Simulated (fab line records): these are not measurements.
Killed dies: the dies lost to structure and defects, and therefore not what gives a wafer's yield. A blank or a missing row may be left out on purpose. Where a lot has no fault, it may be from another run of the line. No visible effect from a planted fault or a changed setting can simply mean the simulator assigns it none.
What tool caused it? + flow nand_harc + Sampling: 12 lots, 36 wafers, 2 of 1159 route steps

== WHAT EACH GAUGE READ, for each wafer ==
NHARC_P_STI_CD_MEAS_16.
| lot  | measured    | on        | cd_nm (nm)        |
|------|-------------|-----------|-------------------|
| L075 | day 2 14:28 | cd_sem-02 | 198.7 199.7 202.6 |
| L077 | day 3 06:25 | cd_sem-03 | 199.9 198.7 198.5 |
| L079 | day 3 21:30 | cd_sem-01 | 199.8 199.1 202.0 |
| L081 | day 4 06:07 | cd_sem-03 | 200.4 198.3 198.9 |
| L083 | day 4 18:15 | cd_sem-03 | 197.4 197.3 198.2 |
| L085 | day 5 03:28 | cd_sem-02 | 199.1 198.1 196.1 |
| L087 | day 5 17:11 | cd_sem-02 | 196.3 198.4 196.7 |
| L089 | day 6 09:11 | cd_sem-02 | 197.3 196.8 200.0 |
| L091 | day 6 17:21 | cd_sem-03 | 197.9 199.4 198.5 |
| L093 | day 7 07:43 | cd_sem-02 | 198.4 199.4 199.8 |
| L095 | day 7 17:40 | cd_sem-03 | 201.2 201.0 199.1 |
| L097 | day 8 05:34 | cd_sem-02 | 197.2 194.3 200.0 |

== WHICH TOOL RAN EACH LOT (tool, then ch and the chambers of the sampled wafers, then the start) ==
| lot  | NHARC_P_ZERO_WELL_ETCH_62                    |
|------|----------------------------------------------|
| L075 | rie_diel-13 ch 0,1,3, day 2 14:28 or earlier |
| L077 | rie_diel-13 ch 2,3, day 3 06:25 or earlier   |
| L079 | rie_diel-02 ch 1,3, day 3 21:30 or earlier   |
| L081 | rie_diel-02 ch 1,2,3, day 4 06:07 or earlier |
| L083 | rie_diel-13 ch 2,3, day 4 18:15 or earlier   |
| L085 | rie_diel-13 ch 0,1,3, day 5 03:28 or earlier |
| L087 | rie_diel-09 ch 0,1,3, day 5 17:11 or earlier |
| L089 | rie_diel-09 ch 1,2, day 6 09:11 or earlier   |
| L091 | rie_diel-09 ch 0,1,3, day 6 17:21 or earlier |
| L093 | rie_diel-02 ch 1,2,3, day 7 07:43 or earlier |
| L095 | rie_diel-09 ch 0,2, day 7 17:40 or earlier   |
| L097 | rie_diel-09 ch 0,1,2, day 8 05:34 or earlier |
- NHARC_P_ZERO_WELL_ETCH_62: etches the open film in CHF3/Ar, target depth 13 nm, time 6.5 s.

== THE ANSWER, worked out from the rows above alone ==
Rule: the usual values come from the lots themselves. The widest of any qualifying gaps counts: lots, ordered by their means at a reading, are off when they make up no more than a third of the lots, leave a main group of 4 or more, and stand apart from it by 3 or more times the standard deviation of that group's means. A main group is skipped when, at the precision printed for the reading in the tables above, its means are all equal. Also off: a lot with no number at a reading for which 4 or more lots have one. Where the step has rows for the other lots, those lots are counted as sound.
No lot is off at any reading shown: from this, nothing can be told.

== WHAT WAS PUT IN BY THE SIMULATOR ==
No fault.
